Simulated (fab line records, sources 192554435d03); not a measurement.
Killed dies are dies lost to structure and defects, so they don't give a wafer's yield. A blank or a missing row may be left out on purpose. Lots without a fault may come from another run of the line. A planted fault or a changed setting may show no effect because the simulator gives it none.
A struck lot beside a sound one | flow n5_finfet | 37 steps out of a route of 1938
Sound: wafers L374.1, L374.2, L374.5. Struck: wafers L384.1, L384.3, L384.5. The cause comes at the end.
At each step with rows: each side's tool, then ch and its chambers, then its first start. Under that, the readings that differ: sound wafers | struck wafers | difference of the means | sigmas: that difference in standard deviations of wafers without a fault.
alike: readings whose means differ by less than 2 such deviations, and words and numbers that are the same on both sides. not compared: withheld readings, readings that some wafer has no value for, bounds like >300 that may hide the same value, and numbers for which the record gives no deviation and whose values overlap.
The two part at a step that has a row with sigmas, a row that says differs or no value, or rows on one side only. Numbers that don't overlap but have no deviation are shown without sigmas and don't part them. A reading that every wafer of one side lacks parts them only if that side has two wafers or more.

first, 9 steps without rows for these wafers: N5_WELL_APT_COAT_02 (resist thk 950 nm); N5_WELL_APT_EBR_04; N5_WELL_APT_SOFTBAKE_03 (time 60 s); N5_WELL_APT_EXPOSE_05 (exposes mask NWELL, defocus 0 nm, target cd 200 nm); N5_WELL_APT_PEB_06 (peb time 90 s); N5_WELL_APT_DEVELOP_07 (develop time 45 s); N5_WELL_APT_HARDBAKE_12 (time 120 s); N5_WELL_APT_DESCUM_13 (chemistry O2, time 7.9 s); N5_WELL_APT_IMPLANT_14.
N5_WELL_APT_IMPLANT_15:
  sound on implanter-01 ch 0, day 1 20:22; struck on implanter-01 ch 0, day 4 08:21
  reading            | sound                            | struck                           | difference  | sigmas
  dose_ions_cm2      | 1.4998e+13 1.5008e+13 1.5011e+13 | 2.1201e+13 2.1169e+13 2.1209e+13 | +6.1873e+12 | +99 or more
  faraday_current_uA | 191 192 198                      | 272 266 267                      | +75         | +19
  alike: rotation_deg
then, 25 steps without rows for these wafers: N5_WELL_APT_STRIP_16 (strips in SPM, time 900 s); N5_WELL_APT_HMDS_18 (time 60 s); N5_WELL_APT_COAT_19 (resist thk 950 nm); N5_WELL_APT_EBR_21; N5_WELL_APT_SOFTBAKE_20 (time 60 s); N5_WELL_APT_EXPOSE_22 (exposes mask PWELL, defocus 0 nm, target cd 200 nm); N5_WELL_APT_PEB_23 (peb time 90 s); N5_WELL_APT_DEVELOP_24 (develop time 45 s); N5_WELL_APT_HARDBAKE_29 (time 120 s); N5_WELL_APT_DESCUM_30 (chemistry O2, time 7.9 s); N5_WELL_APT_IMPLANT_31; N5_WELL_APT_IMPLANT_32; N5_WELL_APT_STRIP_33 (strips in SPM, time 900 s); N5_WELL_APT_RTA_34 (time 10 s); N5_WELL_APT_OXIDE_STRIP_42 (strips SiO2 in dHF, time 45 s, target depth 12 nm); N5_WELL_APT_PRECLEAN_36 (cleans in O3/DIW, time 45 s); N5_WELL_APT_PRECLEAN_39 (cleans in dHF, time 60 s); N5_WELL_APT_SRD_37 (time 30 s); N5_WELL_APT_EPI_41 (deposits Si from SiH4/H2, target thk 50 nm, time 297.7 s); N5_PMOS_HMC_CHANNEL_EPI_HM_DEP_34 (deposits SiO2 from TEOS/O2, target thk 36 nm, time 6.9 s); N5_PMOS_HMC_CHANNEL_EPI_COAT_31 (time 60 s, resist thk 66 nm); N5_PMOS_HMC_CHANNEL_EPI_COAT_03 (resist thk 205 nm); N5_PMOS_HMC_CHANNEL_EPI_EBR_05; N5_PMOS_HMC_CHANNEL_EPI_SOFTBAKE_04 (time 60 s); N5_PMOS_HMC_CHANNEL_EPI_EXPOSE_06 (exposes mask PMOS HMC BLK, target cd 240 nm).
-- the record jumps here: 6 days lie between the struck wafers' starts before and after (it left off in module PMOS_HMC_CHANNEL_EPI and takes up again in module BEOL_M4, whose first step shown is number 1111 of the route) --
N5_BEOL_M4_RC_MEAS_101:
  sound on prober-02 ch 0, day 9 00:00; struck on prober-01 ch 0, day 10 15:46
  reading             | sound                      | struck                    | difference | sigmas
  CJ_P                | 5.71 5.67 5.82             | 7.00 7.12 6.87            | +1.26      | +5
  IOFF_P_LONG (nA/um) | 0.000103 0.000102 0.000105 | 0.00015 0.000156 0.000143 | +0.00005   | +4
  alike: DIBL_N, DIBL_P, IOFF_N, IOFF_P, ION_N, ION_P, SS_N, SS_P, VT_N, VT_P
N5_PASSIVATION_PROBE_49:
  the record has rows for the sound wafers here (prober-02, day 13 00:16) and none for the struck ones

WHERE THEY PART
First at N5_WELL_APT_IMPLANT_15; last, within this record, at N5_PASSIVATION_PROBE_49.

WHY: what the simulator had put in
Process parameter drift: implanter-01, from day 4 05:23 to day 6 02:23, at N5_WELL_APT_IMPLANT_15. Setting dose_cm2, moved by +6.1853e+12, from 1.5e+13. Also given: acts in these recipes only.
